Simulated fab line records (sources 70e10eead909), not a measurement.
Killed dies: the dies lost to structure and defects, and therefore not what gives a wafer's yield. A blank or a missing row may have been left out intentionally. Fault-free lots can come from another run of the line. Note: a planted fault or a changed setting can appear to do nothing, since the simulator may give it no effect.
A struck lot beside a sound one / flow nandHarc / 14 steps out of a route of 1302
Sound: the wafers L171.1, L171.3, L171.5. Wafers L185.1, L185.3, L185.5 were the ones struck. The cause is named last.
Each step with rows lists, per side, the tool, then ch with its chambers, then its first start. Under that, the readings that differ: sound wafers / struck wafers / difference of the means / sigmas: that difference in standard deviations of wafers without a fault.
alike: words and numbers the same on both sides, and readings whose means are apart by under 2 such deviations; not compared: readings that were withheld, readings missing a value for some wafer, numbers with overlapping values and no deviation given by the record, and bounds like >300 which may hide the same value.
Wherever a step has rows on one side only, a row that says differs or no value, or a row with sigmas, the two part there. When numbers do not overlap yet have no deviation, they are printed without sigmas and do not part them. A reading that every wafer of one side lacks parts them only if that side has two wafers or more.

NHARC_THIN_TSV_DESCUM_14: chemistry O2, time 3 s.
  sound on rieDiel-13 ch 0,3, day 24 13:56; struck on rieDiel-10 ch 0,3, day 29 19:26
  alike: drypumpMotorCurrentA, mfcArSccm, oesProductAu, rfVppV, showerheadPlenumPTorr, throttleValvePct
  not compared: rfHoursCounterH
then, 1 step without rows for these wafers: NHARC_THIN_TSV_ETCH_44 (etches the open film in CF4/O2, target depth 1594.2 nm, time 797.1 s).
NHARC_THIN_TSV_ETCH_15: target depth 3000 nm, bosch target overetch cycles 2, bosch etch step 2.8 s.
  sound on rieSi-02 ch 1,3, day 24 14:35; struck on rieSi-01 ch 0,1,3, day 29 20:05
  alike: drypumpMotorCurrentA
  not compared: rfHoursCounterH
NHARC_THIN_TSV_CD_MEAS_16:
  sound on cdSem-02 at day 24 14:44; struck on cdSem-03 at day 29 20:14
  alike: cdNm
NHARC_THIN_TSV_STRIP_45: strips in O2.
  sound on plasmaAsher-01 ch 1, day 24 14:52; struck on plasmaAsher-02 ch 0,1, day 29 20:21
reading=drypumpMotorCurrentA (A); sound=6.2 6.2 6.2; struck=4.9 4.9 5.4; difference=-1.1; sigmas=-2
  alike: heaterPowerW
  not compared: rfHoursCounterH
then, 1 step without rows for these wafers: NHARC_THIN_TSV_STRIP_46 (strips in post etch residue remover, time 1200 s).
NHARC_THIN_TSV_DEP_47: deposits SiO2, target thk 200 nm.
  sound on pecvd-01 ch 1,2, day 24 15:37; struck on pecvd-01 ch 0,1,2, day 29 21:07
  alike: throttleValvePct
then, 4 steps without rows for these wafers: NHARC_THIN_TSV_ETCHBACK_48 (etches the open film in C4F8/Ar, target depth 1028.5 nm, time 405.17 s); NHARC_THIN_TSV_STRIP_62 (strips in N2/H2, time 20 s); NHARC_THIN_TSV_DEGAS_49 (time 120 s); NHARC_THIN_TSV_PRE_CLEAN_50 (time 30 s).
NHARC_THIN_TSV_PVD_19: deposits TaN, target thk 20 nm.
  sound on pvdSputter-01; struck on pvdSputter-02
  alike: chamberPressurePa, throttleValvePct
NHARC_THIN_TSV_PVD_51: deposits Cu, target thk 100 nm.
  sound on pvdSputter-01 at day 24 16:52; struck on pvdSputter-02 at day 29 22:21
  no value came back on the struck wafers for chamberPressurePa (Pa), throttleValvePct (%); on the sound wafers chamberPressurePa (Pa) reads 4.992 5.002 5.010
then, 1 step without rows for these wafers: NHARC_THIN_TSV_ECD_20 (material Cu, target thk 2000 nm).

== WHERE THEY PART ==
At NHARC_THIN_TSV_STRIP_45 first; at NHARC_THIN_TSV_PVD_51 last (within this record only).

WHY: the cause the simulator had injected
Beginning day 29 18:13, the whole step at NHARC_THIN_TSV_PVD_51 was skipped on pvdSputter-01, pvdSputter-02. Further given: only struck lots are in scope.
